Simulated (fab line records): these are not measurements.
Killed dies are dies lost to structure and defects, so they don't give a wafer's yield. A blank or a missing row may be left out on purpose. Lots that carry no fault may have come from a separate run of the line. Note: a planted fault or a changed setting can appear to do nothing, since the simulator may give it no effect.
fab line records	flow n5_finfet
record: lots: 7	wafers: 21
route steps=1938 shown SDB@348 HKMG_FIN@428 MOL_CONTACT_COAG@531 BEOL_M0_SAQP@633
start_h: the number of hours between the record's first day and the start of the first shown wafer of the lot	wait_h: hours since the lot's step before	" the same as in the row above	L1.1+2: several wafers, shown together as one row	- either no value or no given start	* or withheld: withheld	< > ~ a bound
route shown NAME@n: names a module that has steps shown in the file, with the first one's number in the route	usual: the fault-free wafers' mean and standard deviation	same: alike in all rows	chamber/n: place in a boat	sites: the reading at each site	_std_site: how widely they spread, as a standard deviation	_edge_site: the outer-site mean with the inner-site mean subtracted	radius_mm: for every site, how far away it sits from the centre of the wafer	mask NAME#n: copy n	behind: the last tool/chamber to shape the wafer	hold: why the lot was held/for how many hours/how that ended	device: transistor that didn't switch, given as n, p or np	end of line: the route-end tests of the same wafers	for a step that has no rows: nothing shown but its recipe	killed: not the wafer's yield, but the dies lost to structure and defects at the first sort	map: a wafer's dies, marking killed ones x, the rest . and places with no die _
set.NAME: the setting as run; set.NAME@STEP: as run at that earlier step	model.NAME: the simulator's own value behind a step, which no gauge read
one table per step and one row per wafer, for lots whose settings were changed on purpose
== steps ==
step: N5_SDB_COAT_03
recipe: resist: SOC	temp_c: 250	time_s: 60	spin_rpm: 1500	resist_thk_nm: 100
lot.wafer	tool	chamber	start_h	wait_h	set.spin_rpm	model.SOC_of_SDB_COAT_03.thk_nm
L075.1+2	litho_track-02	0	74.33	0.1	1500	100.4
L075.6	"	0	"	"	1500	100.8
L083.1	litho_track-01	0	121.15	0.1	1657	95.2
L083.3	"	0	"	"	1500	100
L083.5	"	0	"	"	1500	100.2
L091.1	litho_track-02	0	166.97	0.1	1448	102
L091.2	"	0	"	"	1500	100
L091.3	"	0	"	"	1500	100.2
L092.1+3	litho_track-05	0	172.69	0.1	1366	105.2
L092.4	"	0	"	"	1500	100.4
L095.3	litho_track-02	0	192.44	0.1	1556	98.8
L095.4	"	0	"	"	1500	100.4
L095.5	"	0	"	"	1556	98.4
L096.1	litho_track-02	0	197.93	0.1	1500	100.4
L096.4+5	"	0	"	"	1500	100.2
L097.1+6	litho_track-01	0	204.49	0.1	1612	96.4
L097.4	"	0	"	"	1500	100
step: N5_SDB_COAT_04
recipe: resist: SiARC	temp_c: 220	time_s: 60	spin_rpm: 1500	resist_thk_nm: 18
step: N5_SDB_COAT_05
recipe: resist: CAR-ArF	spin_rpm: 1500	resist_thk_nm: 90
step: N5_SDB_DESCUM_16
recipe: chemistry: O2	time_s: 7.9	source_power_w: 50	bias_power_w: 20	pressure_mtorr: 20	rf_frequency_hz: 2.712e+07	temp_c: 40	resist: CAR-ArF	o2_flow_sccm: 225
step: N5_SDB_ETCH_17
recipe: chemistry: CF4	target: SiARC	target_depth_a: 234	mask_material: CAR-ArF	time_s: 39	ion_energy_ev: 80	pressure_mtorr: 40	source_w: 545	bias_w: 36	Ar_flow_sccm: 100	cf4_flow_sccm: 100	ends: cleared
step: N5_SDB_ETCH_18
recipe: chemistry: N2/H2	target: SOC	target_depth_a: 1000	overetch_a: 200	mask_material: SiARC	temp_c: 40	time_s: 150	ion_energy_ev: 200	pressure_mtorr: 30	source_w: 840	bias_w: 150	n2_flow_sccm: 200	h2_flow_sccm: 200
lot.wafer	tool	chamber	start_h	wait_h	set.spin_rpm@SDB_COAT_03	model.etch.depth_nm
L075.1	rie_diel-01	3	74.74	0.0	1500	100.3
L075.2	"	1	"	"	1500	100.5
L075.6	"	1	"	"	1500	100.8
L083.1	rie_diel-05	0	121.68	0.0	1657	95.27
L083.3	"	1	"	"	1500	99.95
L083.5	"	0	"	"	1500	100.1
L091.1	rie_diel-06	1	167.38	0.0	1448	102.1
L091.2	"	0	"	"	1500	100.1
L091.3	"	3	"	"	1500	100.3
L092.1+3	rie_diel-01	2,3	173.22	0.0	1366	105.2
L092.4	"	2	"	"	1500	100.4
L095.3	rie_diel-01	0	192.97	0.0	1556	98.8
L095.4	"	1	"	"	1500	100.4
L095.5	"	0	"	"	1556	98.44
L096.1	rie_diel-06	0	198.37	0.0	1500	100.4
L096.4+5	"	1,0	"	"	1500	100.2
L097.1	rie_diel-06	0	204.90	0.0	1612	96.38
L097.4	"	2	"	"	1500	100
L097.6	"	3	"	"	1612	96.45
step: N5_SDB_STRIP_19
recipe: chemistry: N2/H2	temp_c: 40	n2_flow_sccm: 200	h2_flow_sccm: 200	rf_frequency_hz: 6e+07
step: N5_SDB_STRIP_21
recipe: chemistry: CF4	resist: SiARC	power_w: 300	bias_power_w: 75	pressure_mtorr: 50	cf4_flow_sccm: 150	rf_frequency_hz: 6e+07
step: N5_SDB_HM_OPEN_20
recipe: chemistry: CH3F/O2	target: SiNx	mask_material: SOC	target_depth_a: 240	stop_on: poly-Si	over_etch_frac: 0.4	ion_energy_ev: 120	pressure_mtorr: 30	source_w: 395	bias_w: 73	Ar_flow_sccm: 150	CH3F_flow_sccm: 30	O2_flow_sccm: 20
lot.wafer	tool	chamber	start_h	wait_h	set.spin_rpm@SDB_COAT_03	model.SOC_of_SDB_COAT_03.thk_nm
L075.1	rie_diel-01	3	74.89	0.0	1500	84.2
L075.2	"	1	"	"	1500	84.6
L075.6	"	1	"	"	1500	85
L083.1	rie_diel-05	0	121.84	0.0	1657	79.8
L083.3	"	1	"	"	1500	83.4
L083.5	"	0	"	"	1500	84.8
L091.1	rie_diel-06	1	167.53	0.0	1448	87
L091.2+3	"	0,3	"	"	1500	84.2
L092.1	rie_diel-01	2	173.38	0.0	1366	89.4
L092.3	"	3	"	"	1366	89.2
L092.4	"	2	"	"	1500	84.6
L095.3	rie_diel-01	0	193.13	0.0	1556	82.4
L095.4	"	1	"	"	1500	84.8
L095.5	"	0	"	"	1556	82
L096.1+4+5	rie_diel-06	0,1,0	198.52	0.0	1500	84.6
L097.1	rie_diel-06	0	205.05	0.0	1612	80.6
L097.4	"	2	"	"	1500	84
L097.6	"	3	"	"	1612	80.4
step: N5_SDB_STRIP_22
recipe: chemistry: N2/H2	power_w: 1000	temp_c: 250	h2_frac: 0.65	overash_fraction: 0.3	pressure_mtorr: withheld	n2_flow_sccm: 1750	h2_flow_sccm: 3250
usual: strip_time_to_endpoint_s: 96.4/0.4
lot.wafer	tool	chamber	start_h	wait_h	set.spin_rpm@SDB_COAT_03	strip_time_to_endpoint_s
L075.1	plasma_asher-01	0	74.97	0.1	1500	96.3
L075.2	"	1	"	"	1500	96.7
L075.6	"	0	"	"	1500	97.1
L083.1	plasma_asher-02	1	121.92	0.1	1657	92.3
L083.3	"	1	"	"	1500	95.7
L083.5	"	0	"	"	1500	96.9
L091.1	plasma_asher-01	0	167.61	0.1	1448	99.1
L091.2	"	1	"	"	1500	96.4
L091.3	"	0	"	"	1500	96.4
L092.1	plasma_asher-01	0	173.46	0.1	1366	101.4
L092.3	"	0	"	"	1366	101.1
L092.4	"	1	"	"	1500	96.7
L095.3	plasma_asher-01	1	193.28	0.1	1556	94.7
L095.4	"	0	"	"	1500	96.9
L095.5	"	0	"	"	1556	94.3
L096.1	plasma_asher-01	0	198.60	0.1	1500	96.8
L096.4	"	0	"	"	1500	96.7
L096.5	"	0	"	"	1500	96.7
L097.1	plasma_asher-02	1	205.13	0.1	1612	93.0
L097.4	"	1	"	"	1500	96.2
L097.6	"	0	"	"	1612	92.7
step: N5_HKMG_FIN_PEB_10
recipe: peb_temp_c: withheld	peb_time_s: 60	resist: CAR-ArF
lot.wafer	tool	chamber	start_h	wait_h	set.peb_time_s
L075.1+6	litho_track-04	0	83.98	0.1	54.69
L075.2	"	0	"	"	60
L083.1+3+5	litho_track-01	0	131.20	0.1	60
L091.1+2	litho_track-03	0	176.42	0.1	66.86
L091.3	"	0	"	"	60
L092.1+3	litho_track-03	0	182.03	0.1	65.88
L092.4	"	0	"	"	60
L095.3+4	litho_track-04	0	201.78	0.0	63.92
L095.5	"	0	"	"	60
L096.1+4+5	litho_track-01	0	207.26	0.1	60
L097.1+4	litho_track-03	0	217.14	0.1	60
L097.6	"	0	"	"	71.83
step: N5_HKMG_FIN_DEVELOP_11
recipe: develop_time_s: 30	developer: TMAH	resist: CAR-ArF	dev_temp_c: 23	rinse_liquid: diw	dry: air_spin
step: N5_HKMG_FIN_CD_MEAS_12
recipe: target_cd_nm: 92.8	landing_energy_ev: 500	detector: se_inlens
usual: cd_nm: 92.9/0.65
lot.wafer	tool	chamber	start_h	wait_h	set.peb_time_s@HKMG_FIN_PEB_10	cd_nm
L075.1	cd_sem-02	0	84.05	-	54.69	90.3
L075.2	"	0	"	"	60	93.5
L075.6	"	0	"	"	54.69	91.2
L083.1	cd_sem-03	0	131.27	-	60	93.5
L083.3	"	0	"	"	60	93.4
L083.5	"	0	"	"	60	93.6
L091.1	cd_sem-02	0	176.49	-	66.86	97.1
L091.2	"	0	"	"	66.86	96.0
L091.3	"	0	"	"	60	93.6
L092.1	cd_sem-03	0	182.10	-	65.88	96.1
L092.3	"	0	"	"	65.88	97.4
L092.4	"	0	"	"	60	93.8
L095.3	cd_sem-03	0	201.85	-	63.92	94.0
L095.4	"	0	"	"	63.92	94.2
L095.5	"	0	"	"	60	92.8
L096.1	cd_sem-03	0	207.33	-	60	94.5
L096.4	"	0	"	"	60	93.8
L096.5	"	0	"	"	60	92.7
L097.1	cd_sem-01	0	217.20	-	60	93.2
L097.4	"	0	"	"	60	93.4
L097.6	"	0	"	"	71.83	98.5
step: N5_HKMG_FIN_ETCH_32
recipe: chemistry: N2/H2	target: SOC	target_depth_a: 2400	temp_c: 40	time_s: 300	ion_energy_ev: 200	mask_material: SiARC	pressure_mtorr: 30	source_w: 840	bias_w: 150	n2_flow_sccm: 200	h2_flow_sccm: 200
usual: rf_vpp_V: 522.8/2.2
lot.wafer	tool	chamber	start_h	wait_h	set.bias_w	rf_vpp_V	model.SiARC_of_HKMG_FIN_COAT_30.thk_nm
L075.1	rie_diel-06	2	84.73	0.0	150	522.3	20.8
L075.2	"	3	"	"	150	521.5	21
L075.6	"	1	"	"	142.5	509.8	23.2
L083.1	rie_diel-01	0	131.64	0.0	150	520.0	21.4
L083.3	"	3	"	"	161.1	549.3	19.8
L083.5	"	3	"	"	150	526.8	21
L091.1	rie_diel-06	2	176.71	0.1	150	521.6	21
L091.2	"	3	"	"	150	521.0	21
L091.3	"	2	"	"	150	522.3	21.2
L092.1	rie_diel-06	3	182.74	0.0	150	522.4	21.2
L092.3	"	2	"	"	150	522.2	21
L092.4	"	2	"	"	150	522.8	21
L095.3	rie_diel-06	3	202.03	0.0	150	520.9	21
L095.4	"	3	"	"	150	521.6	21.2
L095.5	"	0	"	"	132	481.4	23.8
L096.1	rie_diel-06	2	207.52	0.0	150	521.6	21.2
L096.4	"	0	"	"	150	520.2	21.8
L096.5	"	2	"	"	150	521.4	21.4
L097.1	rie_diel-05	0	217.39	0.0	160	547.9	20.6
L097.4	"	2	"	"	150	524.8	21.4
L097.6	"	2	"	"	150	522.5	21.4
step: N5_MOL_CONTACT_COAG_ETCH_105
recipe: chemistry: CF4	target: SiARC	target_depth_a: 156	mask_material: CAR-EUV	time_s: 26	ion_energy_ev: 80	pressure_mtorr: 40	source_w: 545	bias_w: 36	Ar_flow_sccm: 100	cf4_flow_sccm: 100	ends: cleared
usual: rf_vpp_V: 183.8/1.1
lot.wafer	tool	chamber	start_h	wait_h	set.bias_w	rf_vpp_V
L075.1	rie_diel-05	3	97.98	0.0	32.59	171.4
L075.2	"	1	"	"	32.59	172.5
L075.6	"	1	"	"	32.59	173.0
L083.1	rie_diel-06	3	143.77	0.0	36	183.2
L083.3	"	1	"	"	36	184.4
L083.5	"	3	"	"	36	183.7
L091.1	rie_diel-06	2	190.85	0.0	36	182.1
L091.2	"	0	"	"	36	183.4
L091.3	"	1	"	"	36	183.9
L092.1	rie_diel-06	0	194.92	0.0	31.45	167.3
L092.3	"	2	"	"	36	183.3
L092.4	"	3	"	"	31.45	167.2
L095.3	rie_diel-06	3	215.25	0.0	36	181.7
L095.4	"	0	"	"	40.26	195.4
L095.5	"	3	"	"	40.26	196.7
L096.1	rie_diel-01	1	220.40	0.0	36	183.6
L096.4	"	0	"	"	36	185.8
L096.5	"	1	"	"	36	182.7
L097.1	rie_diel-06	1	230.98	0.0	36	184.5
L097.4	"	1	"	"	36	185.2
L097.6	"	2	"	"	36	185.4
step: N5_MOL_CONTACT_COAG_CONTACT_ETCH_14
recipe: chemistry: C4F6/O2	target: SiO2	target_depth_a: 275	overetch_a: 85	mask_material: SOC	pressure_mtorr: 30	source_w: 370	bias_w: 185	Ar_flow_sccm: 300	C4F6_flow_sccm: 16	O2_flow_sccm: 10	time_s: 20	ion_energy_ev: 259.6
usual: rf_vpp_V: 691.7/2.9
lot.wafer	tool	chamber	start_h	wait_h	set.source_w	rf_vpp_V
L075.1	rie_diel-05	3	98.11	0.0	392.4	673.8
L075.2	"	1	"	"	392.4	673.1
L075.6	"	1	"	"	370	689.7
L083.1	rie_diel-06	3	143.90	0.0	370	687.9
L083.3	"	1	"	"	370	695.4
L083.5	"	3	"	"	370	689.3
L091.1	rie_diel-06	2	190.98	0.0	370	690.9
L091.2	"	0	"	"	370	688.3
L091.3	"	1	"	"	370	695.6
L092.1	rie_diel-06	0	195.05	0.0	370	689.1
L092.3	"	2	"	"	329.4	715.4
L092.4	"	3	"	"	329.4	707.2
L095.3	rie_diel-06	3	215.38	0.0	370	689.3
L095.4	"	0	"	"	370	687.6
L095.5	"	3	"	"	370	688.8
L096.1	rie_diel-01	1	220.53	0.0	370	691.5
L096.4	"	0	"	"	370	699.8
L096.5	"	1	"	"	370	692.1
L097.1	rie_diel-06	1	231.11	0.0	370	693.4
L097.4	"	1	"	"	309	739.4
L097.6	"	2	"	"	370	689.9
step: N5_MOL_CONTACT_COAG_ALD_123
recipe: material: SiNx	target_thk_a: 50	temp_c: 400	ald_precursor_family: SiH2I2	ald_co_reactant: N2/H2-plasma	pulse_time_s: 1	purge_time_s: 2	co_reactant_purge_time_s: 2	ald_cycles: 100	pressure_torr: 2
lot.wafer	tool	chamber	start_h	wait_h	set.ald_cycles	model.SiNx_of_MOL_CONTACT_COAG_ALD_123.thk_nm
L075.1+6	ald_sin-02	2,3	108.52	0.0	91	4.6
L075.2	"	1	"	"	100	5
L083.1+3	ald_sin-03	2,3	152.66	0.0	113	5.6
L083.5	"	3	"	"	100	5
L091.1+2+3	ald_sin-03	0,2,1	198.95	0.0	100	5
L092.1+3	ald_sin-01	1,0	206.05	0.0	100	5
L092.4	"	2	"	"	112	5.6
L095.3+5	ald_sin-03	0	223.43	0.0	100	5
L095.4	"	1	"	"	88	4.4
L096.1+4+5	ald_sin-02	3,1,2	228.73	0.0	100	5
L097.1+4	ald_sin-02	3,0	244.79	0.2	107	5.4
L097.6	"	0	"	"	100	5
step: N5_MOL_CONTACT_COAG_COAT_76
recipe: resist: SiARC	temp_c: 220	time_s: 60	spin_rpm: 1500	resist_thk_nm: 10
lot.wafer	tool	chamber	start_h	wait_h	set.spin_rpm	model.SiARC_of_MOL_CONTACT_COAG_COAT_76.thk_nm
L075.1+6	litho_track-04	0	-	-	1500	10
L075.2	"	0	"	"	1555	9.8
L083.1+5	litho_track-04	0	-	-	1500	10
L083.3	"	0	"	"	1440	10.2
L091.1+2+3	litho_track-01	0	-	-	1500	10
L092.1+3+4	litho_track-04	0	-	-	1500	10
L095.3+4	litho_track-05	0	-	-	1568	9.8
L095.5	"	0	"	"	1500	10
L096.1+4+5	litho_track-01	0	-	-	1500	10
L097.1	litho_track-01	0	-	-	1500	10
L097.4+6	"	0	"	"	1356	10.6
step: N5_MOL_CONTACT_COAG_COAT_77
recipe: resist: underlayer	temp_c: 205	time_s: 60	spin_rpm: 1500	resist_thk_nm: 10
step: N5_MOL_CONTACT_COAG_COAT_78
recipe: resist: CAR-EUV	spin_rpm: 1500	resist_thk_nm: 40
step: N5_MOL_CONTACT_COAG_DESCUM_88
recipe: chemistry: O2	time_s: 7	source_power_w: 50	bias_power_w: 20	pressure_mtorr: 20	rf_frequency_hz: 2.712e+07	temp_c: 40	resist: CAR-EUV	o2_flow_sccm: 225
step: N5_MOL_CONTACT_COAG_ETCH_89
recipe: chemistry: N2/H2	target: underlayer	target_depth_a: 130	mask_material: CAR-EUV	time_s: 10.4	ion_energy_ev: 200	pressure_mtorr: 30	source_w: 840	bias_w: 150	n2_flow_sccm: 200	h2_flow_sccm: 200	ends: cleared
step: N5_MOL_CONTACT_COAG_ETCH_90
recipe: chemistry: CF4	target: SiARC	target_depth_a: 130	mask_material: CAR-EUV	time_s: 21.7	ion_energy_ev: 80	pressure_mtorr: 40	source_w: 545	bias_w: 36	Ar_flow_sccm: 100	cf4_flow_sccm: 100	ends: cleared
lot.wafer	tool	chamber	start_h	wait_h	set.spin_rpm@MOL_CONTACT_COAG_COAT_76	model.etch.depth_nm
L075.1	rie_diel-05	1	109.83	0.0	1500	9.959
L075.2	"	0	"	"	1555	9.844
L075.6	"	0	"	"	1500	9.95
L083.1	rie_diel-06	2	153.87	0.0	1500	10.04
L083.3	"	0	"	"	1440	10.21
L083.5	"	2	"	"	1500	10.02
L091.1	rie_diel-06	2	200.08	0.0	1500	10
L091.2	"	3	"	"	1500	10.02
L091.3	"	0	"	"	1500	9.978
L092.1	rie_diel-05	1	207.20	0.0	1500	10.01
L092.3	"	3	"	"	1500	9.979
L092.4	"	2	"	"	1500	9.987
L095.3	rie_diel-06	3	224.59	0.0	1568	9.806
L095.4	"	3	"	"	1568	9.781
L095.5	"	0	"	"	1500	10
L096.1	rie_diel-01	2	229.88	0.0	1500	10.03
L096.4	"	0	"	"	1500	10.01
L096.5	"	1	"	"	1500	10.04
L097.1	rie_diel-01	3	245.95	0.0	1500	10.02
L097.4	"	2	"	"	1356	10.53
L097.6	"	2	"	"	1356	10.54
step: N5_MOL_CONTACT_COAG_ALD_131
recipe: material: SiO2	target_thk_a: 50	temp_c: 100	ald_precursor_family: BDEAS	ald_co_reactant: O2-plasma	pulse_time_s: 1	co_reactant_pulse_time_s: 1	purge_time_s: 2	co_reactant_purge_time_s: 2	ald_cycles: 35	pressure_torr: 2
step: N5_MOL_CONTACT_COAG_ETCHBACK_132
recipe: chemistry: CHF3	target: SiO2	target_depth_a: 100	time_s: 6.7	ion_energy_ev: 200	pressure_mtorr: 30	source_w: 610	bias_w: 170	Ar_flow_sccm: 200	CHF3_flow_sccm: 50
step: N5_MOL_CONTACT_COAG_ETCH_91
recipe: chemistry: N2/H2	target: SOC	target_depth_a: 600	overetch_a: 210	mask_material: SiARC	temp_c: 40	time_s: 101.2	ion_energy_ev: 200	pressure_mtorr: 30	source_w: 840	bias_w: 150	n2_flow_sccm: 200	h2_flow_sccm: 200
lot.wafer	tool	chamber	start_h	wait_h	set.spin_rpm@MOL_CONTACT_COAG_COAT_76	model.SiARC_of_MOL_CONTACT_COAG_COAT_76.thk_nm
L075.1+6	rie_diel-01	1	110.20	0.0	1500	5.8
L075.2	"	2	"	"	1555	5.6
L083.1+5	rie_diel-01	1,2	154.17	0.0	1500	5.8
L083.3	"	2	"	"	1440	6.2
L091.1	rie_diel-06	0	200.38	0.0	1500	6
L091.2+3	"	3,2	"	"	1500	5.8
L092.1	rie_diel-05	1	207.64	0.0	1500	5.6
L092.3+4	"	3,2	"	"	1500	5.8
L095.3+4	rie_diel-06	2,3	224.88	0.0	1568	5.6
L095.5	"	2	"	"	1500	5.8
L096.1	rie_diel-06	1	230.18	0.0	1500	6
L096.4+5	"	3,2	"	"	1500	5.8
L097.1	rie_diel-06	1	246.34	0.0	1500	6
L097.4+6	"	1,0	"	"	1356	6.6
step: N5_MOL_CONTACT_COAG_STRIP_92
recipe: chemistry: N2/H2	temp_c: 40	n2_flow_sccm: 200	h2_flow_sccm: 200	rf_frequency_hz: 6e+07
step: N5_MOL_CONTACT_COAG_STRIP_93
recipe: chemistry: N2/H2	temp_c: 40	n2_flow_sccm: 200	h2_flow_sccm: 200	rf_frequency_hz: 6e+07
step: N5_MOL_CONTACT_COAG_STRIP_120
recipe: chemistry: CHF3	resist: SiARC	rf_frequency_hz: 6e+07
step: N5_MOL_CONTACT_COAG_VIA_ETCH_117
recipe: chemistry: C4F6/O2	target_depth_a: 400	overetch_a: 80	mask_material: SOC	target: SiO2	bias_w: 455	pressure_mtorr: 10	time_s: 26	source_w: 325	Ar_flow_sccm: 300	C4F6_flow_sccm: 10	O2_flow_sccm: 10	ion_energy_ev: 575.3	ends: end_point
step: N5_MOL_CONTACT_COAG_ETCH_124
recipe: chemistry: CH3F/O2	target: SiNx	target_depth_a: 65	mask_material: SOC	stop_on: SiOC	over_etch_frac: 0.3	ion_energy_ev: 120	pressure_mtorr: 30	source_w: 395	bias_w: 73	Ar_flow_sccm: 150	CH3F_flow_sccm: 30	O2_flow_sccm: 20	ends: end_point
lot.wafer	tool	chamber	start_h	wait_h	set.ald_cycles@MOL_CONTACT_COAG_ALD_123	model.etch.depth_nm
L075.1	rie_diel-05	3	111.81	0.0	91	4.558
L075.2	"	0	"	"	100	5.007
L075.6	"	0	"	"	91	4.555
L083.1	rie_diel-05	1	155.58	0.0	113	5.626
L083.3	"	3	"	"	113	5.639
L083.5	"	3	"	"	100	4.977
L091.1	rie_diel-06	0	201.77	0.0	100	5.025
L091.2	"	2	"	"	100	4.986
L091.3	"	3	"	"	100	4.974
L092.1	rie_diel-01	0	209.51	0.0	100	5.004
L092.3	"	0	"	"	100	4.989
L092.4	"	2	"	"	112	5.608
L095.3	rie_diel-05	1	226.28	0.0	100	5.024
L095.4	"	3	"	"	88	4.4
L095.5	"	1	"	"	100	5.018
L096.1	rie_diel-05	1	233.60	0.0	100	4.978
L096.4	"	3	"	"	100	4.97
L096.5	"	1	"	"	100	4.99
L097.1	rie_diel-06	0	247.88	0.0	107	5.362
L097.4	"	1	"	"	107	5.365
L097.6	"	3	"	"	100	4.998
step: N5_BEOL_M0_SAQP_ILD_DEP_01
recipe: material: SiOC	target_thk_a: 454.19	temp_c: 350	precursor: DEMS/O2	pressure_torr: 5	rf_w: 500	time_s: 8.7
lot.wafer	tool	chamber	start_h	wait_h	set.time_s	model.SiOC_of_BEOL_M0_SAQP_ILD_DEP_01.thk_nm
L075.1	pecvd-04	0	125.11	0.0	8.144	42.4
L075.2	"	1	"	"	8.144	41.6
L075.6	"	1	"	"	8.7	45.6
L083.1	pecvd-01	0	161.00	0.0	8.7	44.6
L083.3	"	1	"	"	9.864	51
L083.5	"	0	"	"	8.7	45.2
L091.1	pecvd-01	1	206.91	0.0	8.7	45.8
L091.2	"	0	"	"	9.776	50.4
L091.3	"	2	"	"	9.776	51.2
L092.1	pecvd-04	2	214.08	0.0	9.527	48.8
L092.3	"	1	"	"	9.527	49.2
L092.4	"	2	"	"	9.527	49.8
L095.3	pecvd-04	2	230.76	0.0	8.36	43.4
L095.4	"	2	"	"	8.7	45.8
L095.5	"	1	"	"	8.36	44.2
L096.1+4	pecvd-04	1	238.09	0.0	8.7	45.4
L096.5	"	2	"	"	8.7	46.4
L097.1	pecvd-04	0	252.35	0.0	9.378	48.8
L097.4	"	2	"	"	8.7	46
L097.6	"	0	"	"	9.378	49.4
== key ==
split: step: N5_SDB_COAT_03	setting: spin_rpm	stated: 1500	by: wafer
response: step: N5_SDB_COAT_03	reading: model.SOC_of_SDB_COAT_03.thk_nm	change: -0.496	per: 1%	r: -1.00
response: step: N5_SDB_ETCH_18	reading: model.etch.depth_nm	change: -0.491	per: 1%	r: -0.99
response: step: N5_SDB_HM_OPEN_20	reading: model.SOC_of_SDB_COAT_03.thk_nm	change: -0.489	per: 1%	r: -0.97
response: step: N5_SDB_STRIP_22	reading: strip_time_to_endpoint_s	change: *	per: 1%	r: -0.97
split: step: N5_HKMG_FIN_PEB_10	setting: peb_time_s	stated: 60	by: wafer
response: step: N5_HKMG_FIN_CD_MEAS_12	reading: cd_nm	change: +0.268	per: 1%	r: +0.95
split: step: N5_HKMG_FIN_ETCH_32	setting: bias_w	stated: 150	by: wafer
response: step: N5_HKMG_FIN_ETCH_32	reading: rf_vpp_V	change: +3.32	per: 1%	r: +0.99
response: step: N5_HKMG_FIN_ETCH_32	reading: model.SiARC_of_HKMG_FIN_COAT_30.thk_nm	change: -0.222	per: 1%	r: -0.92
split: step: N5_MOL_CONTACT_COAG_ETCH_105	setting: bias_w	stated: 36	by: wafer
response: step: N5_MOL_CONTACT_COAG_ETCH_105	reading: rf_vpp_V	change: +1.24	per: 1%	r: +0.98
split: step: N5_MOL_CONTACT_COAG_CONTACT_ETCH_14	setting: source_w	stated: 370	by: wafer
response: step: N5_MOL_CONTACT_COAG_CONTACT_ETCH_14	reading: rf_vpp_V	change: -2.63	per: 1%	r: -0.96
split: step: N5_MOL_CONTACT_COAG_ALD_123	setting: ald_cycles	stated: 100	by: wafer
response: step: N5_MOL_CONTACT_COAG_ALD_123	reading: model.SiNx_of_MOL_CONTACT_COAG_ALD_123.thk_nm	change: +0.0487	per: 1%	r: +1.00
response: step: N5_MOL_CONTACT_COAG_ETCH_124	reading: model.etch.depth_nm	change: +0.051	per: 1%	r: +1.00
split: step: N5_MOL_CONTACT_COAG_COAT_76	setting: spin_rpm	stated: 1500	by: wafer
response: step: N5_MOL_CONTACT_COAG_COAT_76	reading: model.SiARC_of_MOL_CONTACT_COAG_COAT_76.thk_nm	change: -0.0577	per: 1%	r: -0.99
response: step: N5_MOL_CONTACT_COAG_ETCH_90	reading: model.etch.depth_nm	change: -0.0493	per: 1%	r: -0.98
response: step: N5_MOL_CONTACT_COAG_ETCH_91	reading: model.SiARC_of_MOL_CONTACT_COAG_COAT_76.thk_nm	change: -0.0633	per: 1%	r: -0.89
split: step: N5_BEOL_M0_SAQP_ILD_DEP_01	setting: time_s	stated: 8.7	by: wafer
response: step: N5_BEOL_M0_SAQP_ILD_DEP_01	reading: model.SiOC_of_BEOL_M0_SAQP_ILD_DEP_01.thk_nm	change: +0.442	per: 1%	r: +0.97
